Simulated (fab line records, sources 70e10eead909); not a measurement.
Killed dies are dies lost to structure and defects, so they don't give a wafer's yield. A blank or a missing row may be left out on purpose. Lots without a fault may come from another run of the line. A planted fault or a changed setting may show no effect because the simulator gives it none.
fab line records | flow nand_harc
record lots=5 wafers=15 last_day=33
route steps=1302 shown P_BONDPAD@354 A_START@389 A_ZERO_WELL@390
lots that met no fault: from a run of the same line without faults
start_h: hours from the record's first day to the start of the lot's first wafer shown | wait_h: hours since the lot's step before | " the same as in the row above | L1.1+2: a row that stands for several wafers | - no value, or no start given | * or withheld: withheld | < > ~ a bound
route shown NAME@n: a module of which the file shows steps, and the number in the route of the first | usual: mean/standard deviation of fault-free wafers | same: alike in all rows | chamber/n: place in a boat | sites: the reading at each site | _std_site: their standard deviation | _edge_site: outer sites' mean less inner sites' | radius_mm: how far each site lies from the wafer's centre | mask NAME#n: copy n | behind: the tool/chamber that last shaped the wafer | hold: why the lot was held/for how many hours/how that ended | device: the transistor (n, p or np) that didn't switch | end of line: the same wafers' tests at the end of the route | a step without rows: its recipe alone | killed: dies lost to structure and defects at the first sort, not the wafer's yield | map: a wafer's dies, x killed, . not, _ none there
set.NAME: the setting as run; set.NAME@STEP: as run at that earlier step | model.NAME: the simulator's own value behind a step, which no gauge read
lots at some steps of the route; a table a step, a row a wafer
services: from which hour (start_h, from the record's first day; less than 0 if before it) a tool's chamber was out of use, for how many hours, and why
## steps
# step NHARC_P_BONDPAD_SRD_34
# columns lot.wafer tool chamber start_h wait_h
L076.1+2+3 wet_bench-08 1,2,5 156.41 0.0
L079.6+4+2 wet_bench-08 4,5,0 178.22 0.0
L083.5+2+1 wet_bench-08 0,1,2 234.23 0.0
L091.6+1+5 wet_bench-10 1,4,5 298.26 0.0
L096.3+1+4 wet_bench-10 2,3,6 358.16 0.0
# step NHARC_P_BONDPAD_DEHYDRATE_01
# recipe temp_c=150 time_s=120
# columns lot.wafer tool chamber start_h wait_h
L076.1+2+3 litho_track-05 0 156.49 0.1
L079.2+4+6 litho_track-07 0 178.31 0.1
L083.1+2+5 litho_track-07 0 234.31 0.1
L091.1+5+6 litho_track-07 0 298.36 0.1
L096.1+3+4 litho_track-02 0 358.24 0.1
# step NHARC_P_BONDPAD_HMDS_02
# recipe time_s=30
# columns lot.wafer tool chamber start_h wait_h
L076.1+2+3 litho_track-05 0 - -
L079.2+4+6 litho_track-07 0 - -
L083.1+2+5 litho_track-07 0 - -
L091.1+5+6 litho_track-07 0 - -
L096.1+3+4 litho_track-02 0 - -
# step NHARC_P_BONDPAD_COAT_36
# recipe temp_c=200 time_s=65
# columns lot.wafer tool chamber start_h wait_h
L076.1+2+3 litho_track-05 0 - -
L079.2+4+6 litho_track-07 0 - -
L083.1+2+5 litho_track-07 0 - -
L091.1+5+6 litho_track-07 0 - -
L096.1+3+4 litho_track-02 0 - -
# step NHARC_P_BONDPAD_COAT_03
# recipe spin_rpm=2000 resist_thk_nm=600
# columns lot.wafer tool chamber start_h wait_h
L076.1+2+3 litho_track-05 0 - -
L079.2+4+6 litho_track-07 0 - -
L083.1+2+5 litho_track-07 0 - -
L091.1+5+6 litho_track-07 0 - -
L096.1+3+4 litho_track-02 0 - -
# step NHARC_P_BONDPAD_SOFTBAKE_04
# recipe temp_c=125 time_s=70
# columns lot.wafer tool chamber start_h wait_h
L076.1+2+3 litho_track-05 0 - -
L079.2+4+6 litho_track-07 0 - -
L083.1+2+5 litho_track-07 0 - -
L091.1+5+6 litho_track-07 0 - -
L096.1+3+4 litho_track-02 0 - -
# step NHARC_P_BONDPAD_EBR_05
# columns lot.wafer tool chamber start_h wait_h
L076.1+2+3 litho_track-05 0 - -
L079.2+4+6 litho_track-07 0 - -
L083.1+2+5 litho_track-07 0 - -
L091.1+5+6 litho_track-07 0 - -
L096.1+3+4 litho_track-02 0 - -
# step NHARC_P_BONDPAD_EXPOSE_06
# recipe na=0.55 dose_mj=37.06 mask_id=P_BPAD
# usual stage_vel_mm_s=499.98/0.24
# same na=0.55
# columns lot.wafer tool chamber start_h wait_h mask stage_vel_mm_s
L076.1 krf_scanner-02 0 156.78 - P_BPAD#0 500.19
L076.2 " 0 " " P_BPAD#0 500.38
L076.3 " 0 " " P_BPAD#0 499.68
L079.2 krf_scanner-02 0 178.60 - P_BPAD#0 500.05
L079.4 " 0 " " P_BPAD#0 499.96
L079.6 " 0 " " P_BPAD#0 500.17
L083.1 krf_scanner-02 0 234.60 - P_BPAD#0 500.20
L083.2 " 0 " " P_BPAD#0 500.26
L083.5 " 0 " " P_BPAD#0 500.02
L091.1 krf_scanner-01 0 298.65 - P_BPAD#0 500.30
L091.5 " 0 " " P_BPAD#0 499.91
L091.6 " 0 " " P_BPAD#0 500.14
L096.1 krf_scanner-01 0 358.41 - P_BPAD#0 500.07
L096.3 " 0 " " P_BPAD#0 500.03
L096.4 " 0 " " P_BPAD#0 500.06
# step NHARC_P_BONDPAD_PEB_07
# recipe peb_temp_c=128 peb_time_s=80
# columns lot.wafer tool chamber start_h wait_h
L076.1+2+3 litho_track-05 0 156.85 0.1
L079.2+4+6 litho_track-07 0 178.66 0.1
L083.1+2+5 litho_track-05 0 234.67 0.1
L091.1+5+6 litho_track-02 0 298.72 0.1
L096.1+3+4 litho_track-07 0 358.48 0.1
# step NHARC_P_BONDPAD_DEVELOP_08
# recipe time_s=50 dev_temp_c=22
# columns lot.wafer tool chamber start_h wait_h
L076.1+2+3 litho_track-05 0 - -
L079.2+4+6 litho_track-07 0 - -
L083.1+2+5 litho_track-05 0 - -
L091.1+5+6 litho_track-02 0 - -
L096.1+3+4 litho_track-07 0 - -
# step NHARC_P_BONDPAD_CD_MEAS_09
# recipe target_cd_nm=500 landing_energy_ev=500
# usual cd_nm=499.5/1.3
# columns lot.wafer tool chamber start_h wait_h cd_nm
L076.1 cd_sem-01 0 156.93 - 498.6
L076.2 " 0 " " 500.2
L076.3 " 0 " " 497.1
L079.2 cd_sem-02 0 178.75 - 499.5
L079.4 " 0 " " 500.6
L079.6 " 0 " " 499.6
L083.1 cd_sem-02 0 234.75 - 497.9
L083.2 " 0 " " 502.6
L083.5 " 0 " " 500.9
L091.1 cd_sem-02 0 298.81 - 498.8
L091.5 " 0 " " 499.2
L091.6 " 0 " " 499.4
L096.1 cd_sem-02 0 358.56 - 500.4
L096.3 " 0 " " 499.7
L096.4 " 0 " " 500.3
# step NHARC_P_BONDPAD_OVL_MEAS_38
# usual overlay_x_nm=-1/5.3 overlay_y_nm=-2/6.2
# columns lot.wafer tool chamber start_h wait_h overlay_x_nm overlay_y_nm
L076.1 overlay-01 - 157.02 - -10 -6
L076.2 " - " " -10 -6
L076.3 " - " " -10 -6
L079.2 overlay-02 - 178.84 - -3 -6
L079.4 " - " " -2 -6
L079.6 " - " " -3 -6
L083.1 overlay-01 - 234.84 - 3 -7
L083.2 " - " " 3 -6
L083.5 " - " " 3 -6
L091.1 overlay-02 - 298.90 - -3 -7
L091.5 " - " " -3 -7
L091.6 " - " " -2 -7
L096.1 overlay-01 - 358.65 - -2 -1
L096.3 " - " " -1 -1
L096.4 " - " " -2 -1
# step NHARC_P_BONDPAD_HARDBAKE_10
# recipe temp_c=118 time_s=65
# columns lot.wafer tool chamber start_h wait_h
L076.1+2+3 litho_track-05 0 157.07 0.0
L079.2+4+6 litho_track-02 0 178.88 0.0
L083.1+2+5 litho_track-02 0 234.89 0.0
L091.1+5+6 litho_track-05 0 298.94 0.0
L096.1+3+4 litho_track-05 0 358.70 0.0
# step NHARC_P_BONDPAD_DESCUM_11
# recipe time_s=3 o2_flow_sccm=200 ar_flow_sccm=0 bias_power_w=0 chemistry=O2
# usual drypump_motor_current_A=5.8/0.42 oes_product_au=1.001/0.0078 rf_vpp_V=57.9/0.91 showerhead_plenum_p_Torr=1.92/0.062 throttle_valve_pct=11.311/0.0088
# columns lot.wafer tool chamber start_h wait_h drypump_motor_current_A oes_product_au rf_hours_counter_h rf_vpp_V showerhead_plenum_p_Torr throttle_valve_pct
L076.1 rie_diel-08 2 157.15 - 5.6 0.998 3.0 56.7 1.87 11.307
L076.2 " 3 " " 5.1 1.000 2.9 57.6 1.91 11.320
L076.3 " 0 " " 6.2 0.990 3.0 58.3 1.91 11.311
L079.2 rie_diel-13 3 178.96 - 5.5 0.991 0.3 56.1 1.97 11.308
L079.4 " 0 " " 5.4 1.017 0.5 58.0 1.81 11.304
L079.6 " 3 " " 5.5 0.998 - 58.0 1.97 11.323
L083.1 rie_diel-08 0 234.97 - 6.2 0.995 0.2 58.5 1.90 11.302
L083.2 " 2 " " 5.6 0.998 2.3 57.3 1.87 11.306
L083.5 " 0 " " 6.2 0.999 - 56.7 1.90 11.293
L091.1 rie_diel-08 1 299.05 - 5.5 1.007 3.8 58.4 1.86 11.306
L091.5 " 2 " " 5.6 0.996 - 56.4 1.87 11.311
L091.6 " 3 " " 5.1 1.008 - 59.3 1.91 11.306
L096.1 rie_diel-08 1 358.77 - 5.5 0.998 5.3 57.4 1.85 11.311
L096.3 " 3 " " 5.1 0.998 5.3 58.0 1.91 11.306
L096.4 " 0 " " 6.2 0.995 3.4 56.9 1.90 11.299
# step NHARC_P_BONDPAD_ETCH_37
# recipe target_depth_a=600 overetch_a=180 time_s=65.91 ion_energy_ev=200 n2_flow_sccm=150 h2_flow_sccm=150 ar_flow_sccm=0 rf_w=400 bias_w=150 chemistry=N2/H2
# usual drypump_motor_current_A=5.8/0.43 oes_product_au=1.000/0.0074 rf_vpp_V=430.5/1.9 showerhead_plenum_p_Torr=2.04/0.068 throttle_valve_pct=14.171/0.009
# columns lot.wafer tool chamber start_h wait_h drypump_motor_current_A oes_product_au rf_hours_counter_h rf_vpp_V showerhead_plenum_p_Torr throttle_valve_pct
L076.1 rie_diel-08 3 157.23 0.1 5.1 1.009 2.9 430.2 2.04 14.178
L076.2 " 0 " " 6.2 1.002 3.0 430.0 2.03 14.164
L076.3 " 2 " " 5.6 1.002 3.1 429.1 2.00 14.155
L079.2 rie_diel-13 0 179.04 0.1 5.4 1.003 0.5 427.1 1.93 14.182
L079.4 " 1 " " 6.1 1.000 0.5 430.6 2.03 14.186
L079.6 " 0 " " 5.5 1.018 - 428.3 1.93 14.186
L083.1 rie_diel-08 0 235.05 0.1 6.2 0.992 0.2 429.5 2.03 14.159
L083.2 " 2 " " 5.6 0.993 2.3 429.6 1.99 14.178
L083.5 " 0 " " 6.2 0.991 - 430.2 2.03 14.175
L091.1 rie_diel-08 0 299.12 0.1 6.2 0.998 1.9 431.1 2.03 14.175
L091.5 " 1 " " 5.5 1.001 - 429.5 1.98 14.151
L091.6 " 2 " " 5.6 1.001 - 428.7 1.99 14.181
L096.1 rie_diel-08 0 358.87 0.1 6.2 0.998 3.4 428.6 2.03 14.167
L096.3 " 1 " " 5.5 1.006 5.3 429.9 1.98 14.165
L096.4 " 2 " " 5.6 0.998 5.4 430.8 1.99 14.172
# step NHARC_P_BONDPAD_ETCH_12
# recipe target_depth_a=2000 time_s=100 chf3_flow_sccm=50 o2_flow_sccm=10 ar_flow_sccm=200 rf_w=500 bias_w=200 chemistry=CHF3/O2
# usual chf3_flow_sccm=50.01/0.15 drypump_motor_current_A=5.8/0.43 oes_product_au=0.944/0.022 rf_vpp_V=370.6/1.8 showerhead_plenum_p_Torr=2.41/0.072 throttle_valve_pct=20.572/0.0091
# columns lot.wafer tool chamber start_h wait_h chf3_flow_sccm drypump_motor_current_A oes_product_au rf_hours_counter_h rf_vpp_V showerhead_plenum_p_Torr throttle_valve_pct
L076.1 rie_diel-08 3 - - 49.97 5.1 0.970 2.9 371.5 2.40 20.569
L076.2 " 0 " " 50.19 6.2 0.969 3.0 369.9 2.39 20.567
L076.3 " 1 " " 49.91 5.5 0.956 3.1 368.3 2.33 20.584
L079.4 rie_diel-13 1 - - 49.96 6.1 0.984 0.5 369.3 2.40 20.578
L079.2 " 2 " " 49.84 6.2 0.990 0.3 372.7 2.51 20.578
L079.6 " 0 " " 49.98 5.4 0.964 - 368.7 2.28 20.565
L083.2 rie_diel-08 1 - - 49.79 5.5 0.917 2.1 368.8 2.33 20.572
L083.1 " 2 " " 49.84 5.6 0.921 2.3 369.3 2.35 20.573
L083.5 " 1 " " 49.94 5.5 0.920 - 368.4 2.33 20.577
L091.1 rie_diel-08 2 - - 50.10 5.6 0.925 3.8 370.6 2.35 20.563
L091.6 " 0 " " 49.88 6.2 0.924 - 369.7 2.39 20.563
L091.5 " 1 " " 49.94 5.5 0.920 - 368.3 2.33 20.565
L096.1 rie_diel-08 0 - - 50.09 6.2 0.978 3.4 370.0 2.39 20.574
L096.4 " 2 " " 49.82 5.6 0.961 5.5 370.3 2.35 20.575
L096.3 " 3 " " 49.85 5.1 0.978 5.4 370.3 2.40 20.566
# step NHARC_P_BONDPAD_CD_MEAS_13
# usual cd_nm=499.1/1.4
# columns lot.wafer tool chamber start_h wait_h cd_nm
L076.1 cd_sem-02 - 157.46 - 497.6
L076.2 " - " " 499.7
L076.3 " - " " 496.9
L079.2 cd_sem-01 - 179.28 - 499.2
L079.4 " - " " 500.8
L079.6 " - " " 499.3
L083.1 cd_sem-02 - 235.28 - 498.0
L083.2 " - " " 502.5
L083.5 " - " " 500.6
L091.1 cd_sem-02 - 299.33 - 498.1
L091.5 " - " " 498.1
L091.6 " - " " 498.8
L096.1 cd_sem-03 - 359.09 - 500.0
L096.3 " - " " 500.6
L096.4 " - " " 499.8
# step NHARC_P_BONDPAD_STRIP_15
# recipe o2_flow_sccm=500 ar_flow_sccm=0 bias_w=0 chemistry=O2
# usual drypump_motor_current_A=5.9/0.46 oes_product_au=1.003/0.0082 rf_vpp_V=57.8/0.9 showerhead_plenum_p_Torr=3.54/0.1 throttle_valve_pct=17.037/0.0095
# columns lot.wafer tool chamber start_h wait_h drypump_motor_current_A oes_product_au rf_hours_counter_h rf_vpp_V showerhead_plenum_p_Torr throttle_valve_pct
L076.2 rie_diel-13 3 157.53 0.1 5.5 0.995 7.2 57.8 3.63 17.032
L076.1 " 1 " " 6.1 1.010 7.6 55.6 3.52 17.033
L076.3 " 2 " " 6.2 1.008 7.7 56.5 3.68 17.036
L079.2 rie_diel-08 1 179.36 0.1 5.5 1.005 3.9 58.6 3.43 17.032
L079.4 " 3 " " 5.1 1.002 3.3 59.1 3.53 17.048
L079.6 " 1 " " 5.5 1.015 - 58.5 3.43 17.019
L083.1 rie_diel-08 2 235.35 0.1 5.6 1.001 2.3 56.7 3.46 17.036
L083.2 " 1 " " 5.5 0.995 2.2 57.6 3.43 17.037
L083.5 " 2 " " 5.6 0.995 - 57.3 3.46 17.033
L091.1 rie_diel-05 2 299.43 0.1 6.6 1.009 4.6 58.8 3.54 17.037
L091.6 " 1 " " 6.5 1.002 - 59.0 3.58 17.024
L091.5 " 2 " " 6.7 1.013 - 58.1 3.54 17.040
L096.1 rie_diel-05 1 359.18 0.1 6.5 0.996 7.8 57.6 3.58 17.034
L096.3 " 2 " " 6.6 1.004 8.2 59.8 3.54 17.039
L096.4 " 3 " " 6.0 0.992 8.7 59.2 3.74 17.047
# step NHARC_P_BONDPAD_ETCH_24
# recipe target_depth_a=300 over_etch_frac=0.3 time_s=72.99 ion_energy_ev=150 cf4_flow_sccm=50 n2_flow_sccm=100 ar_flow_sccm=150 rf_w=300 bias_w=100 chemistry=CF4/N2
# usual drypump_motor_current_A=5.9/0.46 oes_product_au=1.002/0.0075 rf_vpp_V=314.3/1.5 showerhead_plenum_p_Torr=2.64/0.074 throttle_valve_pct=19.794/0.0087
# columns lot.wafer tool chamber start_h wait_h drypump_motor_current_A oes_product_au rf_hours_counter_h rf_vpp_V showerhead_plenum_p_Torr throttle_valve_pct
L076.3 rie_diel-13 2 - - 6.2 1.002 7.8 315.2 2.74 19.794
L076.2 " 3 " " 5.5 1.008 7.2 316.0 2.70 19.802
L076.1 " 1 " " 6.1 0.989 7.6 312.9 2.62 19.800
L079.2 rie_diel-08 1 - - 5.5 1.010 3.9 314.2 2.55 19.803
L079.4 " 3 " " 5.1 1.000 3.3 314.1 2.63 19.776
L079.6 " 0 " " 6.2 1.003 - 314.3 2.62 19.799
L083.1 rie_diel-08 2 - - 5.6 0.999 2.4 314.4 2.57 19.796
L083.2 " 3 " " 5.1 0.998 2.4 315.0 2.63 19.804
L083.5 " 0 " " 6.2 1.000 - 313.5 2.61 19.792
L091.1 rie_diel-05 2 - - 6.7 1.014 4.6 313.6 2.63 19.782
L091.5 " 1 " " 6.5 0.992 - 314.8 2.67 19.803
L091.6 " 2 " " 6.6 1.008 - 314.7 2.63 19.801
L096.3 rie_diel-05 0 - - 5.8 1.012 8.3 313.9 2.67 19.780
L096.1 " 1 " " 6.6 0.997 7.8 314.6 2.66 19.803
L096.4 " 2 " " 6.6 0.995 8.2 314.3 2.63 19.773
# step NHARC_P_BONDPAD_STRIP_16
# recipe time_s=600 temp_c=30 chemistry=post_etch_residue_remover
# columns lot.wafer tool chamber start_h wait_h
L076.3+1+2 wet_bench-08 3,4,5 157.82 -
L079.6+2+4 wet_bench-08 0,2,4 179.63 -
L083.5+2+1 wet_bench-08 2,4,5 235.64 -
L091.1+5+6 wet_bench-10 2,3,5 299.69 -
L096.1+4+3 wet_bench-10 5,6,2 359.44 -
# step NHARC_P_BONDPAD_DEGAS_25
# recipe temp_c=300 time_s=60
# usual heater_power_w=450/35
# columns lot.wafer tool chamber start_h wait_h heater_power_w
L076.3 pvd_sputter-02 - 158.08 - 473
L076.2 " - " " 398
L076.1 " - " " 443
L079.2 pvd_sputter-02 - 179.90 - 467
L079.4 " - " " 481
L079.6 " - " " 401
L083.2 pvd_sputter-02 - 235.95 - 454
L083.1 " - " " 394
L083.5 " - " " 397
L091.1 pvd_sputter-01 - 299.98 - 448
L091.5 " - " " 500
L091.6 " - " " 439
L096.3 pvd_sputter-03 - 359.71 - 398
L096.1 " - " " 461
L096.4 " - " " 477
# step NHARC_P_BONDPAD_PRE_CLEAN_26
# recipe time_s=30 temp_c=280 gas=H2/He
# usual heater_power_w=395/29
# columns lot.wafer tool chamber start_h wait_h heater_power_w
L076.3 pvd_sputter-02 - - - 419
L076.1 " - " " 404
L076.2 " - " " 346
L079.2 pvd_sputter-02 - - - 416
L079.4 " - " " 347
L079.6 " - " " 415
L083.2 pvd_sputter-02 - - - 352
L083.1 " - " " 403
L083.5 " - " " 387
L091.1 pvd_sputter-01 - - - 451
L091.6 " - " " 406
L091.5 " - " " 437
L096.1 pvd_sputter-03 - - - 379
L096.3 " - " " 408
L096.4 " - " " 353
# step NHARC_P_BONDPAD_PVD_17
# recipe target_thk_a=50 bias_v=168.6 power_w=15000 chamber_pressure_pa=0.12 time_s=8.06 substrate_temp_c=50 material=TaN
# usual cathode_dc_power_W=15000/2.7 throttle_valve_pct=30.1/0.95
# columns lot.wafer tool chamber start_h wait_h cathode_dc_power_W throttle_valve_pct
L076.1 pvd_sputter-02 - - - 14998 29.7
L076.2 " - " " 15004 29.2
L076.3 " - " " 14998 31.0
L079.4 pvd_sputter-02 - - - 14998 29.5
L079.2 " - " " 14999 28.8
L079.6 " - " " 14996 31.1
L083.2 pvd_sputter-02 - - - 15001 31.2
L083.1 " - " " 14997 28.8
L083.5 " - " " 15002 31.0
L091.1 pvd_sputter-01 - - - 14998 30.0
L091.5 " - " " 14996 30.1
L091.6 " - " " 15003 29.6
L096.4 pvd_sputter-03 - - - 15004 28.1
L096.1 " - " " 15004 29.0
L096.3 " - " " 15002 30.1
# step NHARC_P_BONDPAD_PVD_27
# recipe target_thk_a=300 chamber_pressure_pa=5 power_w=5000 substrate_temp_c=30 time_s=20.49 material=Cu
# usual cathode_dc_power_W=4999.9/0.94 throttle_valve_pct=30.1/0.92
# columns lot.wafer tool chamber start_h wait_h cathode_dc_power_W throttle_valve_pct
L076.1 pvd_sputter-02 - - - 5000.3 29.3
L076.2 " - " " 4999.4 29.1
L076.3 " - " " 5000.7 31.0
L079.2 pvd_sputter-02 - - - 5000.4 28.8
L079.4 " - " " 4999.0 31.1
L079.6 " - " " 5001.0 31.1
L083.1 pvd_sputter-02 - - - 5001.1 28.8
L083.2 " - " " 4999.8 31.5
L083.5 " - " " 4999.5 29.9
L091.1 pvd_sputter-01 - - - 5000.1 30.1
L091.6 " - " " 4999.9 30.2
L091.5 " - " " 4999.6 29.8
L096.4 pvd_sputter-03 - - - 5002.0 28.4
L096.3 " - " " 4998.6 29.0
L096.1 " - " " 5000.3 29.8
# step NHARC_P_BONDPAD_ECD_18
# recipe target_thk_a=4000 bath_temp_c=25 material=Cu
# columns lot.wafer tool chamber start_h wait_h
L076.1+2+3 ecd_cu-01 1,0,0 158.45 -
L079.2+4+6 ecd_cu-02 1,0,1 180.33 -
L083.1+2+5 ecd_cu-02 1,0,1 236.38 -
L091.1+5+6 ecd_cu-01 0,0,1 300.33 -
L096.1+4+3 ecd_cu-02 0,1,0 360.15 -
# step NHARC_P_BONDPAD_ANNEAL_28
# recipe temp_c=225 time_s=90
# usual wafer_temp_C_max=225.82/0.21
# columns lot.wafer tool chamber start_h wait_h wafer_temp_C_max
L076.1 rtp_anneal-01 0 158.83 0.3 225.37
L076.2 " 0 " " 225.34
L076.3 " 0 " " 225.69
L079.2 rtp_anneal-01 0 180.71 0.3 225.71
L079.4 " 0 " " 225.61
L079.6 " 0 " " 225.80
L083.1 rtp_anneal-02 0 236.75 - 225.82
L083.2 " 0 " " 226.38
L083.5 " 0 " " 226.32
L091.1 rtp_anneal-02 0 300.71 0.3 225.75
L091.5 " 0 " " 225.54
L091.6 " 0 " " 225.53
L096.1 rtp_anneal-01 0 360.47 - 225.61
L096.3 " 0 " " 226.04
L096.4 " 0 " " 225.82
# step NHARC_P_BONDPAD_CMP_19
# recipe t_overpolish_s=30 cu_recess_touch_s=16 target_thk_nm=160.81
# usual motor_current_A=11.1/0.99 overpolish_run_s=30.002/0.0085
# columns lot.wafer tool chamber start_h wait_h motor_current_A overpolish_run_s
L076.2 cmp-03 2 159.17 - 9.8 29.993
L076.1 " 0 " " 10.8 30.007
L076.3 " 1 " " 11.3 29.987
L079.4 cmp-02 3 181.00 - 10.0 30.012
L079.2 " 2 " " 10.5 29.994
L079.6 " 0 " " 13.9 30.017
L083.1 cmp-04 3 237.10 - 10.3 30.001
L083.2 " 1 " " 11.1 30.000
L083.5 " 0 " " 11.7 29.993
L091.1 cmp-04 1 301.14 - 10.7 29.996
L091.6 " 2 " " 10.1 29.999
L091.5 " 3 " " 10.7 29.999
L096.4 cmp-04 1 360.81 - 10.7 30.002
L096.3 " 2 " " 10.7 30.005
L096.1 " 0 " " 12.1 29.995
# step NHARC_P_BONDPAD_THK_MEAS_20
# recipe thk_meas_gauge=xrf
# usual thk_nm=160.9/1.3
# columns lot.wafer tool chamber start_h wait_h thk_nm
L076.1 film_metro-01 - 159.49 - 160.7
L076.2 " - " " 161.2
L076.3 " - " " 161.7
L079.2 film_metro-01 - 181.32 - 159.0
L079.4 " - " " 160.2
L079.6 " - " " 161.3
L083.1 film_metro-01 - 237.43 - 161.4
L083.2 " - " " 161.3
L083.5 " - " " 159.5
L091.1 film_metro-01 - 301.38 - 158.5
L091.5 " - " " 159.4
L091.6 " - " " 157.8
L096.1 film_metro-02 - 361.14 - 159.2
L096.3 " - " " 161.6
L096.4 " - " " 162.8
# step NHARC_P_BONDPAD_SRD_21
# recipe time_s=30 temp_c=23 dry_time_s=20 spin_rpm=1500
# columns lot.wafer tool chamber start_h wait_h
L076.2+3+1 wet_bench-08 6,7,3 159.53 0.0
L079.2+4+6 wet_bench-10 6,1,2 181.37 0.0
L083.2+5+1 wet_bench-08 3,4,5 237.47 0.0
L091.6+1+5 wet_bench-10 0,4,5 301.42 0.0
L096.3+1+4 wet_bench-08 3,6,7 361.18 0.0
# step NHARC_P_BONDPAD_INSPECT_23
# usual raw_defect_count=309/120
# columns lot.wafer tool chamber start_h wait_h raw_defect_count
L076.1 defect_inspect-01 - 159.69 0.0 200
L076.2 " - " " 208
L076.3 " - " " 228
L079.2 defect_inspect-02 - 181.53 0.0 503
L079.4 " - " " 481
L079.6 " - " " 472
L083.1 defect_inspect-02 - 237.63 0.0 306
L083.2 " - " " 202
L083.5 " - " " 238
L091.1 defect_inspect-01 - 301.60 0.0 591
L091.5 " - " " 358
L091.6 " - " " 194
L096.1 defect_inspect-01 - 361.36 0.0 379
L096.3 " - " " 307
L096.4 " - " " 268
# step NHARC_P_BONDPAD_ACTIVATE_29
# recipe time_s=60 n2_flow_sccm=200 ar_flow_sccm=0 bias_power_w=0 chemistry=N2
# usual drypump_motor_current_A=5.8/0.41 oes_product_au=1.003/0.008 rf_vpp_V=64.1/0.85 showerhead_plenum_p_Torr=1.77/0.058
# columns lot.wafer tool chamber start_h wait_h drypump_motor_current_A oes_product_au rf_hours_counter_h rf_vpp_V showerhead_plenum_p_Torr
L076.2 rie_diel-08 2 159.76 0.1 5.6 1.005 3.1 64.1 1.73
L076.1 " 0 " " 6.2 0.999 3.1 62.9 1.76
L076.3 " 1 " " 5.5 0.997 3.1 64.8 1.71
L079.4 rie_diel-08 1 181.60 0.1 5.5 1.006 3.9 64.6 1.71
L079.2 " 2 " " 5.6 1.001 3.9 63.6 1.73
L079.6 " 1 " " 5.4 1.000 - 65.0 1.71
L083.1 rie_diel-08 0 237.69 0.1 6.2 0.984 0.5 63.4 1.76
L083.2 " 1 " " 5.5 0.991 2.3 64.6 1.71
L083.5 " 0 " " 6.2 0.988 - 63.4 1.76
L091.1 rie_diel-08 0 301.70 0.1 6.2 0.998 1.9 64.2 1.76
L091.6 " 1 " " 5.5 0.999 - 63.1 1.71
L091.5 " 2 " " 5.6 1.002 - 63.7 1.73
L096.3 rie_diel-13 3 361.44 0.1 5.5 1.004 0.2 64.5 1.82
L096.4 " 0 " " 5.4 1.010 0.3 64.1 1.67
L096.1 " 1 " " 6.1 0.993 0.3 63.8 1.76
# step NHARC_P_BONDPAD_PRECLEAN_30
# recipe time_s=300 temp_c=23 chemistry=DIW
# columns lot.wafer tool chamber start_h wait_h
L076.1+2+3 wet_bench-10 0,1,4 159.94 0.1
L079.2+6+4 wet_bench-08 6,0,1 181.76 0.1
L083.2+1+5 wet_bench-10 3,4,7 237.86 0.1
L091.6+1+5 wet_bench-10 3,6,7 301.84 0.1
L096.1+4+3 wet_bench-10 1,2,3 361.58 0.1
# step NHARC_P_BONDPAD_SRD_31
# recipe time_s=30 temp_c=23 dry_time_s=20 spin_rpm=1500
# columns lot.wafer tool chamber start_h wait_h
L076.1+2+3 wet_bench-10 0,1,4 - -
L079.2+6+4 wet_bench-08 6,0,1 - -
L083.2+1+5 wet_bench-10 3,4,7 - -
L091.6+1+5 wet_bench-10 3,6,7 - -
L096.1+4+3 wet_bench-10 1,2,3 - -
# step NHARC_A_START_INSPECT_01
# usual raw_defect_count=3.5/1.7
# columns lot.wafer tool chamber start_h wait_h raw_defect_count
L076.1 defect_inspect-01 - 160.19 - 3
L076.2 " - " " 4
L076.3 " - " " 3
L079.2 defect_inspect-02 - 181.99 - 3
L079.4 " - " " 4
L079.6 " - " " 2
L083.1 defect_inspect-02 - 238.09 - 6
L083.2 " - " " 4
L083.5 " - " " 5
L091.1 defect_inspect-01 - 302.07 - 4
L091.5 " - " " 2
L091.6 " - " " 3
L096.1 defect_inspect-01 - 361.83 - 5
L096.3 " - " " 3
L096.4 " - " " 3
# step NHARC_A_ZERO_WELL_PRECLEAN_00
# recipe time_s=600 temp_c=120 chemistry=SPM
# columns lot.wafer tool chamber start_h wait_h
L076.2+1+3 wet_bench-03 1,3,6 160.27 0.1
L079.6+4+2 wet_bench-02 7,1,3 182.09 0.1
L083.5+2+1 wet_bench-02 1,3,4 238.18 0.1
L091.5+1+6 wet_bench-05 3,5,6 302.17 0.1
L096.4+3+1 wet_bench-03 1,2,4 361.91 0.1
## services
# columns tool chamber start_h hours kind
wet_bench-10 - 135.20 8.0 pm
rie_diel-08 1 139.34 14.4 repair
rie_diel-08 3 157.51 5.1 repair
rie_diel-13 - 165.30 9.0 pm
pvd_sputter-01 - 166.76 1.8 repair
wet_bench-08 - 186.92 0.5 repair
rie_diel-08 - 187.78 1.6 repair
rie_diel-08 - 190.80 9.0 pm
pvd_sputter-02 - 197.83 1.6 repair
rie_diel-08 0 205.70 28.8 repair
litho_track-02 - 227.00 7.0 pm
rie_diel-08 2 228.62 1.9 repair
rie_diel-13 3 249.33 5.0 repair
wet_bench-08 - 250.45 1.4 repair
litho_track-07 - 251.00 7.0 pm
rie_diel-13 0 261.38 7.6 repair
wet_bench-10 - 272.46 2.5 repair
pvd_sputter-02 - 282.03 10.0 pm
wet_bench-08 - 294.40 8.0 pm
litho_track-05 - 299.00 7.0 pm
rie_diel-13 - 308.01 2.1 repair
wet_bench-10 - 311.20 8.0 pm
rie_diel-13 - 342.31 9.0 pm
rie_diel-08 - 348.02 1.2 repair
## key
fault none
